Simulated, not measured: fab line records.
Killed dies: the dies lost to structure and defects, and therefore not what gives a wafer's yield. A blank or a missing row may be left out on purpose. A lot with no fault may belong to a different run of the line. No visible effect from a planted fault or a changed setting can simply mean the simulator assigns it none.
Chamber matching -- flow nand_harc -- rie_diel-09 running NHARC_A_CONTACT_ETCH_110: 4 sister chambers
The step etches the open film in CF4/O2, target depth 50 nm, overetch 5 nm, time 27.5 s. 14 wafers are shown with their chamber, then 7 later ones without.

== WAFERS WITH THEIR CHAMBER ==
wafer,chamber,showerhead_plenum_p_Torr (Torr),drypump_motor_current_A (A),oes_product_au (a.u.)
L539.1,0,1.27,5.8,0.993
L539.2,2,1.23,6.0,0.985
L539.5,1,1.26,5.5,1.002
L543.3,0,1.27,5.8,0.994
L543.5,0,1.27,5.8,0.992
L543.6,3,1.35,6.1,0.999
L540.1,3,1.35,6.1,1.003
L540.5,1,1.26,5.5,1.000
L540.6,2,1.23,6.0,0.982
L541.2,2,1.23,6.0,0.980
L541.3,3,1.35,6.1,0.993
L541.4,0,1.26,5.7,0.992
L546.1,3,1.35,6.1,0.995
L546.4,1,1.26,5.5,0.994

SIGNATURES, as means of the wafers listed above
reading,chamber 0,chamber 1,chamber 2,chamber 3,scatter within a chamber
showerhead_plenum_p_Torr,1.2675,1.2600,1.2300,1.3500,0.00274
drypump_motor_current_A,5.775,5.500,6.000,6.100,0.0274
oes_product_au,0.99275,0.99867,0.98233,0.99750,0.0033
Rule: distance of a wafer from a chamber = root of the sum over the readings of ((wafer's reading minus chamber's mean) / reading's scatter) squared. The wafer belongs to the nearest chamber; if the next one is less than 2 further off, it can't be placed. The scatter is the square root of a quotient: the sum, over the shown wafers, of each reading's squared deviation from its chamber's mean, divided by wafers minus chambers.

== WAFERS MISSING THEIR CHAMBER ==
wafer,showerhead_plenum_p_Torr (Torr),drypump_motor_current_A (A),oes_product_au (a.u.)
L546.6,1.26,5.5,0.983
L550.1,1.44,6.0,1.003
L550.2,1.26,5.5,1.001
L550.4,1.26,5.8,1.003
L557.1,1.26,5.8,0.997
L557.2,1.26,5.5,0.996
L557.6,1.44,6.0,0.993

== THE CHAMBER EACH PASSED THROUGH ==
wafer,from the rows above,in truth
L546.6,1,1
L550.1,3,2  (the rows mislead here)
L550.2,1,1
L550.4,0,0
L557.1,0,0
L557.2,1,1
L557.6,3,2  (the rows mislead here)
Correctly placed: 5 of 7. Number that these rows cannot place: 0. Wrongly placed: 2.
